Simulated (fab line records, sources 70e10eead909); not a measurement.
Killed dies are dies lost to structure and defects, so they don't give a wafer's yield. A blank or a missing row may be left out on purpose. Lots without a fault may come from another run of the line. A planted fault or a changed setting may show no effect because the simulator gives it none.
Chamber matching | flow nand_harc | NHARC_A_STAIRCASE_CMP_450 on cmp-01: 4 sister chambers
The step polishes SiO2, target thk 200 nm. 14 wafers are shown with their chamber, then 7 later ones without.

WAFERS WITH THEIR CHAMBER
wafer  | chamber | motor_current_A (A) | slurry_filter_dp_kPa (kPa)
L080.1 | 0       | 12.1                | 13.43
L080.3 | 3       | 11.5                | 13.35
L080.5 | 1       | 11.5                | 13.45
L084.2 | 3       | 11.5                | 13.46
L084.4 | 0       | 11.7                | 13.56
L084.6 | 3       | 11.4                | 13.31
L086.2 | 2       | 12.5                | 13.46
L086.4 | 0       | 12.1                | 13.34
L086.6 | 1       | 11.4                | 13.72
L089.1 | 3       | 11.7                | 13.31
L089.4 | 1       | 11.4                | 13.49
L089.5 | 3       | 11.6                | 13.54
L091.1 | 2       | 13.4                | 13.57
L091.2 | 1       | 11.4                | 13.19

SIGNATURES (means of the wafers above)
reading              | chamber 0 | chamber 1 | chamber 2 | chamber 3 | scatter within a chamber
motor_current_A      | 11.967    | 11.425    | 12.950    | 11.540    | 0.239
slurry_filter_dp_kPa | 13.4433   | 13.4625   | 13.5150   | 13.3940   | 0.146
Rule: a wafer's distance from a chamber is the root of the sum, over the readings, of the square of ((its reading less the chamber's mean) divided by the reading's scatter). The wafer belongs to the nearest chamber; if the next one is less than 2 further off, it can't be placed. The scatter: the root of (the sum of the squares of (reading less its chamber's mean) over the shown wafers, divided by (wafers less chambers)).

WAFERS WITHOUT THEIR CHAMBER
wafer  | motor_current_A (A) | slurry_filter_dp_kPa (kPa)
L091.3 | 12.2                | 13.44
L094.1 | 11.1                | 13.48
L094.4 | 12.1                | 13.43
L094.6 | 11.6                | 13.52
L093.2 | 13.4                | 13.51
L093.3 | 11.6                | 13.57
L093.5 | 13.1                | 13.57

WHICH CHAMBER EACH WENT THROUGH
wafer  | from the rows above          | in truth
L091.3 | can't be placed: 0 or 3      | 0
L094.1 | can't be placed: 1 or 3      | 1
L094.4 | can't be placed: 0 or 3      | 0
L094.6 | can't be placed: 1 or 3 or 0 | 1
L093.2 | 2                            | 2
L093.3 | can't be placed: 1 or 3 or 0 | 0
L093.5 | 2                            | 2
Placed correctly: 2 of 7. Can't be placed from these rows: 5 (the true chamber is among the candidates in 5). Placed wrongly: 0.
